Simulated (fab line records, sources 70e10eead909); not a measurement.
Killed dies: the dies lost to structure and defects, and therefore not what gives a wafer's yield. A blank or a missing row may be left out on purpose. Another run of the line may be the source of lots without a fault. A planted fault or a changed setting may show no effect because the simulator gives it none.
Matching of chambers	flow nand harc	4 sister chambers for NHARC_P_BONDPAD_DESCUM_11 on rie diel-10
The step chemistry O2, time 3 s. 8 wafers are shown with their chamber, then 8 later ones without.

== EACH WAFER AND ITS CHAMBER ==
wafer	chamber	drypump motor current A (A)	oes product au (a.u.)
L085.1	1	6.0	0.989
L085.6	3	6.0	0.977
L091.2	1	5.9	1.006
L091.6	2	5.7	1.001
L092.2	0	6.0	0.993
L092.3	2	5.7	0.976
L092.4	3	5.9	0.982
L095.1	0	6.0	0.980

== WAFERS MISSING THEIR CHAMBER ==
wafer	drypump motor current A (A)	oes product au (a.u.)
L095.5	5.9	0.993
L095.6	5.8	0.983
L096.1	5.8	0.990
L096.3	6.0	0.982
L096.5	6.0	0.987
L097.1	5.7	0.976
L097.3	6.0	0.985
L097.6	5.7	0.982

== CHAMBER TAKEN BY EACH ==
wafer	from the rows above	in truth
L095.5	can't be placed: 1 or 3 or 0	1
L095.6	can't be placed: 2 or 3 or 1 or 0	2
L096.1	can't be placed: 2 or 1 or 3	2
L096.3	can't be placed: 0 or 3 or 1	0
L096.5	can't be placed: 0 or 3 or 1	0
L097.1	2	2
L097.3	can't be placed: 0 or 3 or 1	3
L097.6	2	2
2 of 8 placed correctly. Cannot be placed on the basis of these rows: 6; the candidates contain the true chamber in 6. 0 placed wrongly.
How it was worked out, from the rows above alone: a wafer's distance from a chamber is the root of the sum, over the readings, of the square of ((its reading less the chamber's mean) divided by the reading's scatter). If the next closest chamber is less than 2 further off than the closest, the wafer can't be placed; otherwise it belongs to the closest. A chamber's mean is the mean of its shown wafers. How the scatter is found: for the shown wafers, subtract from each reading the mean of its chamber, square and add these, divide the total by (wafers less chambers), then take the root.
